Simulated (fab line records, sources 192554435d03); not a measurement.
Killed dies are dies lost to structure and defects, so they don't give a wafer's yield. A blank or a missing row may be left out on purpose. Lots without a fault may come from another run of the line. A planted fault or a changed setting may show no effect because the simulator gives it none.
Which tool did it? | flow n5_finfet | 12 lots, 36 wafers sampled, at 3 steps of a route of 1938

WHAT THE GAUGES READ, wafer by wafer
N5_FIN_CUT_INSPECT_17: inspects for defects (brightfield).
lot  | measured    | on                | raw_defect_count
L075 | day 2 09:29 | defect_inspect-02 | 310 316 257
L077 | day 2 22:07 | defect_inspect-02 | 231 317 309
L079 | day 3 09:05 | defect_inspect-02 | 248 330 257
L081 | day 3 21:05 | defect_inspect-02 | 332 172 201
L083 | day 4 09:31 | defect_inspect-01 | 238 155 313
L085 | day 4 21:38 | defect_inspect-01 | 214 287 236
L087 | day 5 10:30 | defect_inspect-01 | 238 211 190
L089 | day 6 00:08 | defect_inspect-02 | 241 260 294
L091 | day 6 09:30 | defect_inspect-02 | 203 179 184
L092 | day 7 01:34 | defect_inspect-02 | 197 169 247
L095 | day 7 09:23 | defect_inspect-01 | 302 213 280
L097 | day 7 21:38 | defect_inspect-01 | 156 184 165

WHICH TOOL RAN EACH LOT (tool, then ch and the chambers of the sampled wafers, then the start)
lot  | N5_FIN_SAQP_HM_OPEN_33            | N5_FIN_SAQP_HM_CD_35
L075 | rie_diel-04 ch 0,1,3, day 2 07:29 | cd_sem-03, day 2 07:42
L077 | rie_diel-02 ch 0,2, day 2 20:07   | cd_sem-02, day 2 20:20
L079 | rie_diel-02 ch 0,2, day 3 07:12   | cd_sem-03, day 3 07:25
L081 | rie_diel-05 ch 1,2, day 3 19:08   | cd_sem-03, day 3 19:21
L083 | rie_diel-04 ch 0,2,3, day 4 07:38 | cd_sem-03, day 4 07:51
L085 | rie_diel-05 ch 2,3, day 4 19:35   | cd_sem-03, day 4 19:49
L087 | rie_diel-04 ch 1,2, day 5 08:28   | cd_sem-03, day 5 08:41
L089 | rie_diel-05 ch 1,2,3, day 5 21:30 | cd_sem-03, day 5 21:43
L091 | rie_diel-02 ch 0,2, day 6 07:22   | cd_sem-02, day 6 07:35
L092 | rie_diel-05 ch 0,1,3, day 6 23:20 | cd_sem-01, day 6 23:33
L095 | rie_diel-02 ch 0,1,3, day 7 07:31 | cd_sem-03, day 7 07:43
L097 | rie_diel-02 ch 0,1, day 7 19:37   | cd_sem-03, day 7 19:50
- N5_FIN_SAQP_HM_OPEN_33: chemistry CH3F/O2, target SiNx, target depth 49.4 nm, time 70.6 s.
- N5_FIN_SAQP_HM_CD_35: target cd 8 nm.

THE ANSWER, worked out from the rows above alone
Rule: what is usual is taken from the lots themselves. Put in order of their means at a reading, lots are off if they are a third of the lots or fewer, leave a main group of 4 or more, and stand apart from it by a gap of 3 or more times the standard deviation of the main group's means; of several such gaps the widest counts. A main group whose means are all the same, to the digits that the tables above print for the reading, isn't used. A lot without any number at a reading at which 4 lots or more have one is off too. The other lots that the step has rows for count as sound.
No lot is off at any reading shown: from this, nothing can be told.

WHAT THE SIMULATOR HAD PUT IN
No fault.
